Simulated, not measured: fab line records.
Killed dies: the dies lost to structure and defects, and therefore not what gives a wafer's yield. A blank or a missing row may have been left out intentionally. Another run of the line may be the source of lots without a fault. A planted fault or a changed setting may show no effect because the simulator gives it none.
fab line records    flow n5-finfet
record: lots: 10  wafers: 30  last-day: 17
route steps=1938 shown BEOL_M13@1692 BEOL_M14@1716 PASSIVATION@1936
lots that met no fault: taken from a fault-free run of the same line
start-h: hours from the record's first day to the start of the lot's first wafer shown    wait-h: how many hours have passed since the lot's step before this one    " as in the row above    L1.1+2: a row that stands for several wafers    - no value, or no start was given    * or withheld: withheld    < > ~ a bound
route shown NAME@n: NAME is a module with steps in the file, n the number in the route of the first one    usual: average and standard deviation across the fault-free wafers    same: alike in all rows    chamber/n: place in a boat    sites: per-site readings    _std_site: standard deviation of those values    _edge_site: outer sites' mean less inner sites'    radius-mm: how far each site lies from the wafer's centre    mask NAME#n: copy n    behind: tool/chamber where the wafer was last shaped    hold: reason for holding the lot/hours on hold/outcome of the hold    device: the n, p or np transistor that did not switch    end of line: the route-end tests of the same wafers    step lacking rows: just its recipe    killed: not the wafer's yield, but the dies lost to structure and defects at the first sort    map: dies across one wafer; x = killed, . = not, _ = none there
set.NAME: setting as actually run; set.NAME@STEP: the setting as run at that earlier step    model.NAME: the simulator's own value behind a step, which no gauge read
route steps across a sampled set of lots; one table per step, one row per wafer
services: from which hour (start-h, from the record's first day; less than 0 if before it) a tool's chamber was out of use, for how many hours, and why
== steps ==
step: N5_BEOL_M13_DESCUM_33
recipe: chemistry: O2  time-s: 7.9  source-power-w: 50  bias-power-w: 20  pressure-mtorr: 20  rf-frequency-hz: 2.712e+07  temp-c: 40  o2-flow-sccm: 225
usual: drypump-motor-current-A: 5.8/0.45  oes-product-au: 0.77/0.08  rf-fwd-power-W: 49.29/0.24  rf-vpp-V: 243.9/1.2  showerhead-plenum-p-Torr: 2.14/0.055  temp-c: 40.00/0.11  throttle-valve-pct: 20.38/0.25
lot.wafer  tool         chamber  start-h  wait-h  drypump-motor-current-A  oes-product-au  rf-fwd-power-W  rf-hours-counter-h  rf-vpp-V  showerhead-plenum-p-Torr  temp-c  throttle-valve-pct
L800.3     rie-diel-03  2        245.32   0.1     6.0                      0.71            49.71           215                 244.6     2.16                      40.05   20.52
L800.4     "            2        "        "       6.0                      0.71            49.44           -                   243.0     2.16                      39.83   20.54
L800.6     "            1        "        "       5.9                      0.73            49.22           -                   244.8     2.16                      40.07   20.57
L802.4     rie-diel-01  3        246.12   0.6     5.7                      0.83            49.35           83                  244.1     2.03                      39.87   20.21
L802.5     "            0        "        "       6.7                      0.74            49.60           -                   243.4     2.16                      40.20   20.33
L802.6     "            1        "        "       5.0                      0.85            49.09           -                   245.4     2.21                      40.02   20.29
L799.1     rie-diel-03  2        246.32   0.3     6.0                      0.71            49.56           216                 244.5     2.16                      39.99   20.51
L799.4     "            2        "        "       6.0                      0.71            49.53           -                   243.4     2.16                      40.19   20.52
L799.5     "            1        "        "       5.9                      0.72            49.23           -                   244.8     2.16                      40.31   20.57
L805.1     rie-diel-03  2        270.60   0.1     6.0                      0.70            49.37           225                 245.3     2.16                      39.99   20.51
L805.4     "            3        "        "       5.8                      0.88            49.05           31                  245.3     2.14                      39.95   20.36
L805.6     "            2        "        "       6.0                      0.70            49.53           -                   244.5     2.16                      40.02   20.53
L807.2     rie-diel-06  1        278.65   0.0     5.9                      0.88            49.04           39                  244.4     2.13                      39.82   20.18
L807.3     "            0        "        "       5.0                      0.82            48.83           81                  244.2     2.21                      40.11   20.30
L807.5     "            1        "        "       5.9                      0.88            49.10           -                   243.0     2.13                      39.84   20.18
L812.2     rie-diel-03  3        314.81   0.0     5.7                      0.86            49.37           46                  244.2     2.14                      39.76   20.38
L812.4     "            1        "        "       5.9                      0.71            49.40           231                 245.1     2.16                      39.93   20.61
L812.5     "            2        "        "       6.0                      0.70            49.37           -                   244.4     2.15                      39.96   20.56
L814.3     rie-diel-06  2        323.34   0.0     6.4                      0.68            49.47           244                 241.6     1.98                      40.03   21.01
L814.4     "            0        "        "       5.0                      0.80            49.13           95                  244.3     2.21                      40.05   20.31
L814.5     "            1        "        "       5.9                      0.86            49.32           -                   243.1     2.13                      40.00   20.19
L820.2     rie-diel-03  1        374.80   0.0     5.9                      0.71            49.27           249                 244.4     2.15                      39.90   20.63
L820.4     "            0        "        "       5.3                      0.68            49.07           237                 243.2     2.16                      40.13   20.27
L820.6     "            0        "        "       5.3                      0.68            49.26           -                   244.0     2.16                      39.90   20.25
L821.3     rie-diel-03  2        376.20   0.0     6.0                      0.96            49.81           1                   245.0     2.15                      40.15   20.17
L821.4     "            1        "        "       6.0                      0.69            49.41           250                 244.5     2.15                      39.83   20.63
L821.5     "            2        "        "       6.0                      0.96            49.76           -                   244.0     2.15                      40.09   20.20
L822.4     rie-diel-01  2        379.25   0.0     5.4                      0.89            49.57           32                  243.2     2.14                      39.96   20.34
L822.5     "            1        "        "       5.0                      0.80            49.35           -                   245.2     2.20                      40.11   20.36
L822.6     "            0        "        "       6.7                      0.71            49.61           -                   244.3     2.14                      39.97   20.40
step: N5_BEOL_M13_OCD_MEAS_35
usual: trench-depth-nm: 412/5.2
lot.wafer  tool    chamber  start-h  wait-h  trench-depth-nm
L800.3     ocd-02  -        245.90   0.0     405
L800.4     "       -        "        "       409
L800.6     "       -        "        "       407
L802.4     ocd-01  -        246.70   0.0     422
L802.5     "       -        "        "       411
L802.6     "       -        "        "       416
L799.1     ocd-02  -        246.89   0.0     414
L799.4     "       -        "        "       415
L799.5     "       -        "        "       416
L805.1     ocd-01  -        271.17   0.0     408
L805.4     "       -        "        "       419
L805.6     "       -        "        "       411
L807.2     ocd-02  -        279.23   0.0     421
L807.3     "       -        "        "       415
L807.5     "       -        "        "       420
L812.2     ocd-01  -        315.39   0.0     412
L812.4     "       -        "        "       409
L812.5     "       -        "        "       404
L814.3     ocd-02  -        323.92   0.0     407
L814.4     "       -        "        "       415
L814.5     "       -        "        "       414
L820.2     ocd-01  -        375.38   0.0     409
L820.4     "       -        "        "       407
L820.6     "       -        "        "       408
L821.3     ocd-02  -        376.78   0.0     414
L821.4     "       -        "        "       411
L821.5     "       -        "        "       415
L822.4     ocd-02  -        379.84   0.0     420
L822.5     "       -        "        "       424
L822.6     "       -        "        "       411
step: N5_BEOL_M13_DEP_53
recipe: material: SiCN  target-thk-a: 500  temp-c: withheld  precursor: 3MS/NH3  pressure-torr: 3  rf-w: 675  time-s: 17.8
usual: rf-fwd-power-W: 667.2/2.9  showerhead-plenum-p-Torr: 4.169/0.014  throttle-valve-pct: 18.4/1.5
lot.wafer  tool      chamber  start-h  wait-h  rf-fwd-power-W  showerhead-plenum-p-Torr  throttle-valve-pct
L800.3     pecvd-02  1        253.60   0.0     663.9           4.164                     21.0
L800.4     "         0        "        "       665.1           4.177                     17.8
L800.6     "         2        "        "       672.5           4.184                     16.5
L802.4     pecvd-04  2        254.36   0.0     670.2           4.151                     16.5
L802.5     "         1        "        "       667.6           4.154                     18.8
L802.6     "         0        "        "       666.6           4.186                     19.0
L799.1     pecvd-02  2        254.67   0.0     672.8           4.189                     16.8
L799.4     "         0        "        "       666.2           4.171                     17.6
L799.5     "         1        "        "       670.4           4.174                     21.1
L805.1     pecvd-02  0        273.02   0.0     666.0           4.179                     17.7
L805.4     "         0        "        "       664.5           4.176                     17.6
L805.6     "         1        "        "       667.3           4.169                     21.1
L807.2     pecvd-04  1        282.01   0.0     662.6           4.161                     18.8
L807.3     "         0        "        "       666.1           4.187                     19.1
L807.5     "         1        "        "       665.5           4.159                     19.0
L812.2     pecvd-04  2        320.99   0.0     671.1           4.158                     16.6
L812.4     "         1        "        "       665.3           4.174                     18.9
L812.5     "         0        "        "       662.8           4.194                     19.0
L814.3     pecvd-04  1        327.48   0.0     663.3           4.164                     19.0
L814.4     "         0        "        "       665.5           4.187                     19.1
L814.5     "         1        "        "       662.0           4.170                     18.8
L820.2     pecvd-03  1        377.95   0.0     668.5           4.178                     20.3
L820.4     "         0        "        "       669.0           4.150                     18.3
L820.6     "         1        "        "       666.1           4.167                     19.9
L821.3     pecvd-02  2        378.61   0.0     669.6           4.195                     16.7
L821.4     "         0        "        "       668.6           4.167                     17.9
L821.5     "         1        "        "       667.9           4.162                     21.3
L822.4     pecvd-02  1        382.93   0.0     665.1           4.162                     20.9
L822.5     "         0        "        "       667.9           4.162                     17.8
L822.6     "         2        "        "       669.2           4.183                     16.8
step: N5_BEOL_M14_ILD_DEP_00
recipe: material: SiO2  target-thk-a: 11193  temp-c: 400  precursor: TEOS/O2  pressure-torr: 6.5  rf-w: 900  teos-flow-sccm: 161.4  gas: O2  flow-sccm: 2650  time-s: 237.4
usual: heater-power-w: 570/100  rf-fwd-power-W: 897.3/2.4  run-length-s: 280.4/0.44  showerhead-plenum-p-Torr: 8.356/0.023  throttle-valve-pct: 18.6/1.2
lot.wafer  tool      chamber  start-h  wait-h  heater-power-w  rf-fwd-power-W  run-length-s  showerhead-plenum-p-Torr  throttle-valve-pct
L800.3     pecvd-03  1        253.81   0.1     426             894.4           280.1         8.401                     20.6
L800.4     "         0        "        "       492             896.6           280.4         8.350                     19.2
L800.6     "         0        "        "       365             895.4           280.4         8.333                     18.9
L802.4     pecvd-03  1        254.55   0.1     533             896.5           280.1         8.381                     20.5
L802.5     "         0        "        "       376             898.3           280.7         8.341                     19.0
L802.6     "         1        "        "       577             897.2           280.8         8.382                     20.6
L799.1     pecvd-01  2        254.80   0.0     641             897.4           280.8         8.355                     16.9
L799.4     "         1        "        "       409             895.3           280.6         8.388                     19.0
L799.5     "         0        "        "       598             899.5           281.0         8.348                     17.3
L805.1     pecvd-04  2        273.15   0.0     554             899.1           280.6         8.338                     17.2
L805.4     "         1        "        "       629             895.9           280.1         8.343                     19.6
L805.6     "         2        "        "       639             896.6           279.7         8.341                     17.3
L807.2     pecvd-04  0        282.14   0.0     467             898.7           280.5         8.406                     19.6
L807.3     "         1        "        "       527             895.3           280.2         8.347                     19.0
L807.5     "         0        "        "       545             904.4           280.5         8.384                     19.6
L812.2     pecvd-03  2        321.12   0.0     756             895.7           279.8         8.346                     17.8
L812.4     "         2        "        "       797             896.4           279.4         8.336                     17.7
L812.5     "         1        "        "       576             -               245.9         8.369                     20.5
L814.3     pecvd-03  2        327.61   0.0     757             893.9           280.0         8.346                     17.6
L814.4     "         1        "        "       538             -               245.8         8.377                     20.7
L814.5     "         2        "        "       839             896.8           279.3         8.352                     17.6
L820.2     pecvd-04  1        378.08   0.0     516             899.0           280.3         8.320                     19.7
L820.4     "         0        "        "       613             895.9           280.3         8.385                     19.7
L820.6     "         1        "        "       563             895.5           280.7         8.336                     19.8
L821.3     pecvd-01  1        378.74   0.0     511             899.5           280.9         8.375                     18.8
L821.4     "         2        "        "       656             896.4           280.3         8.365                     17.2
L821.5     "         0        "        "       668             897.9           280.8         8.338                     17.2
L822.4     pecvd-04  0        383.12   0.1     576             898.6           280.5         8.402                     19.7
L822.5     "         2        "        "       679             896.2           280.0         8.325                     17.4
L822.6     "         1        "        "       618             900.0           280.2         8.329                     19.3
step: N5_BEOL_M14_THK_MEAS_01
recipe: reads: SiO2_of_BEOL_M14_ILD_DEP_00
usual: M14_ILD_THK: 1111/13
lot.wafer  tool           chamber  start-h  wait-h  M14_ILD_THK[nm]
L800.3     film-metro-02  -        254.00   0.1     1122
L800.4     "              -        "        "       1093
L800.6     "              -        "        "       1104
L802.4     film-metro-01  -        254.74   0.1     1113
L802.5     "              -        "        "       1099
L802.6     "              -        "        "       1110
L799.1     film-metro-02  -        254.99   0.1     1094
L799.4     "              -        "        "       1119
L799.5     "              -        "        "       1116
L805.1     film-metro-01  -        273.34   0.1     1102
L805.4     "              -        "        "       1120
L805.6     "              -        "        "       1118
L807.2     film-metro-01  -        282.33   0.1     1116
L807.3     "              -        "        "       1102
L807.5     "              -        "        "       1127
L812.2     film-metro-01  -        321.31   0.1     1102
L812.4     "              -        "        "       1128
L812.5     "              -        "        "       968
L814.3     film-metro-02  -        327.80   0.1     1107
L814.4     "              -        "        "       955
L814.5     "              -        "        "       1129
L820.2     film-metro-01  -        378.27   0.1     1096
L820.4     "              -        "        "       1117
L820.6     "              -        "        "       1120
L821.3     film-metro-02  -        378.93   0.1     1102
L821.4     "              -        "        "       1114
L821.5     "              -        "        "       1104
L822.4     film-metro-02  -        383.24   0.0     1109
L822.5     "              -        "        "       1118
L822.6     "              -        "        "       1110
step: N5_PASSIVATION_PROBE_49
usual: defect-limited-yield: 91.3/1.3  killed_at_M0_to_M3: 32/11  killed_at_M4_up: 15/5.6  killed-at-contacts: 12/6  killed-at-front-end: 40/11  killed-at-other: 3.5/2.6  killed-dies: 102/15  killed-open: 67/12  killed-short: 34/7.3  sort_bin_5_function: 5.1/0.85  sort_bin_6_memory: 3.2/0.61  sort-n-pass: 1078/15  sort-yield-pct: 91.3/1.3
same: gross-dies: 1180  killed-at-back-side: 0  sort_bin_4_leakage[%]: 0  sort_bin_8_speed[%]: 0
lot.wafer  tool       chamber  start-h  wait-h  defect-limited-yield[%]  killed_at_M0_to_M3  killed_at_M4_up  killed-at-contacts  killed-at-front-end  killed-at-other  killed-dies  killed-open  killed-short  sort_bin_5_function[%]  sort_bin_6_memory[%]  sort-n-pass  sort-yield-pct[%]
L799.1     prober-01  -        288.13   0.2     91.3                     23                  17               16                  42                   5                103          67           32            4.8                     3.6                   1077         91.3
L799.4     prober-01  -        288.28   0.3     92.4                     22                  8                9                   45                   6                90           52           37            4.2                     3.0                   1090         92.4
L799.5     prober-01  -        288.33   0.4     89.6                     19                  15               14                  59                   16               123          81           42            6.4                     3.6                   1057         89.6
L812.2     prober-01  -        346.63   0.1     90.2                     35                  16               10                  50                   5                116          76           39            5.7                     3.8                   1064         90.2
L812.4     prober-01  -        346.73   0.2     91.9                     33                  13               2                   45                   3                96           60           34            5.3                     2.5                   1084         91.9
L812.5     prober-01  -        346.78   0.2     93.1                     24                  10               6                   35                   7                82           47           34            4.2                     2.5                   1098         93.1
L821.3     prober-02  -        410.14   0.1     94.9                     17                  9                11                  22                   1                60           36           24            2.6                     2.1                   1120         94.9
L821.4     prober-02  -        410.19   0.2     92.5                     16                  10               18                  44                   1                89           59           27            4.0                     3.2                   1091         92.5
L821.5     prober-02  -        410.24   0.2     93.9                     20                  6                7                   38                   1                72           50           22            3.4                     2.6                   1108         93.9
killed by level:class
L799.1 DUMMY_GATE:geometric-particle:open=14 MOL_CONTACT_COAG:geometric-particle:open=11 STI_FIN_REVEAL:geometric-particle:open=7 BEOL_M0_SAQP:geometric-particle:open=6 FIN_SAQP:geometric-particle:short=5 MOL_CONTACT_COAG:geometric-particle:short=5 BEOL_M0_SAQP:geometric-particle:short=5 BEOL_M2:geometric-particle:open=5
L799.4 GATE_CUT:geometric-particle:short=9 MOL_CONTACT_COAG:geometric-particle:open=8 BEOL_M0_SAQP:geometric-particle:short=8 STI_FIN_REVEAL:geometric-particle:open=7 FIN_SAQP:geometric-particle:open=6 BEOL_M3:geometric-particle:open=4 MIM_BOT:geometric-particle:open=4 FIN_SAQP:geometric-particle:short=3
L799.5 FIN_SAQP:geometric-particle:open=16 MOL_CONTACT_COAG:geometric-particle:open=12 GATE_CUT:geometric-particle:open=8 FIN_SAQP:geometric-particle:short=7 BEOL_M0_SAQP:geometric-particle:short=7 BEOL_M4:geometric-particle:open=7 STI_FIN_REVEAL:geometric-particle:open=7 GATE_CUT:geometric-particle:short=7
L812.2 FIN_SAQP:geometric-particle:open=16 BEOL_M0_SAQP:geometric-particle:open=13 BEOL_M4:geometric-particle:open=10 FIN_SAQP:geometric-particle:short=9 BEOL_M0_SAQP:geometric-particle:short=8 MOL_CONTACT_COAG:geometric-particle:open=7 FIN_CUT:geometric-particle:open=4 BEOL_M2:geometric-particle:open=4
L812.4 BEOL_M0_SAQP:geometric-particle:open=13 FIN_SAQP:geometric-particle:open=12 FIN_SAQP:geometric-particle:short=7 STI_FIN_REVEAL:geometric-particle:open=7 BEOL_M0_SAQP:geometric-particle:short=7 BEOL_M4:geometric-particle:open=7 GATE_CUT:geometric-particle:short=5 BEOL_M2:geometric-particle:open=5
L812.5 FIN_SAQP:geometric-particle:short=8 FIN_SAQP:geometric-particle:open=7 ILD0:geometric-particle:short=5 BEOL_M0_SAQP:geometric-particle:short=5 MOL_CONTACT_COAG:geometric-particle:open=5 BEOL_M0_SAQP:geometric-particle:open=5 STI_FIN_REVEAL:geometric-particle:open=3 ILD0:geometric-particle:open=3
L821.3 MOL_CONTACT_COAG:geometric-particle:open=8 BEOL_M1:geometric-particle:open=6 FIN_SAQP:geometric-particle:short=5 STI_FIN_REVEAL:geometric-particle:open=5 GATE_CUT:geometric-particle:short=4 BEOL_M0_SAQP:geometric-particle:short=4 MOL_CONTACT_COAG:geometric-particle:short=3 BEOL_M2:geometric-particle:open=3
L821.4 MOL_CONTACT_COAG:geometric-particle:open=14 FIN_SAQP:geometric-particle:open=7 STI_FIN_REVEAL:geometric-particle:open=6 BEOL_M2:geometric-particle:open=6 FIN_SAQP:geometric-particle:short=5 DUMMY_GATE:geometric-particle:open=4 ILD0:geometric-particle:short=4 GATE_CUT:geometric-particle:short=4
L821.5 BEOL_M2:geometric-particle:open=8 GATE_CUT:geometric-particle:short=7 FIN_SAQP:geometric-particle:open=6 FIN_SAQP:geometric-particle:short=6 STI_FIN_REVEAL:geometric-particle:open=6 MOL_CONTACT_COAG:geometric-particle:open=6 BEOL_M0_SAQP:geometric-particle:open=5 DUMMY_GATE:geometric-particle:open=3
== services ==
tool         chamber  start-h  hours  kind
pecvd-03     1        223.28   2.1    scheduled-down
rie-diel-06  1        228.58   18.5   repair
pecvd-02     2        239.02   2.2    repair
pecvd-04     0        247.72   5.5    scheduled-down
pecvd-03     2        252.89   2.1    scheduled-down
rie-diel-03  1        262.53   4.8    repair
pecvd-01     -        277.23   2.8    pm
rie-diel-01  3        277.69   5.4    repair
pecvd-02     -        297.12   6.0    pm
rie-diel-03  -        328.19   2.8    pm
rie-diel-06  1        349.71   9.9    repair
rie-diel-03  2        352.94   -      clean
rie-diel-03  2        352.94   -      consumable-replace:esc
rie-diel-03  2        352.94   -      consumable-replace:focus-ring
rie-diel-03  2        352.94   19.2   scheduled-down
rie-diel-03  2        352.94   19.2   vent-cycle
pecvd-01     -        354.61   0.2    repair
pecvd-02     0        356.84   17.2   repair
pecvd-04     0        364.47   2.1    scheduled-down
rie-diel-03  1        377.17   -      clean
rie-diel-03  1        377.17   -      consumable-replace:focus-ring
rie-diel-03  1        377.17   14.3   scheduled-down
rie-diel-03  1        377.17   14.3   vent-cycle
rie-diel-06  2        379.30   9.1    repair
== key ==
first-sign: step: N5_BEOL_M14_ILD_DEP_00  reading: run-length-s  direction: down  sigmas: 78  usual: *  struck: *
effect: step: N5_BEOL_M14_THK_MEAS_01  reading: M14_ILD_THK  direction: down  sigmas: 11  usual: 1111  struck: 961
met-at N5_BEOL_M14_ILD_DEP_00
struck-lots L812,L814
struck-wafers L812.5,L814.4
not-acting-at N5_BEOL_M13_DESCUM_33,N5_BEOL_M13_OCD_MEAS_35,N5_BEOL_M13_DEP_53
onset-between 254.55 321.12
fault: kind: process-parameter-drift  tool: pecvd-03  chamber: 1  onset-h: 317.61  steps: N5_BEOL_M14_ILD_DEP_00  channel: time-s  offset: *  shape: step  end-h: 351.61  acts-in: *  stated: *
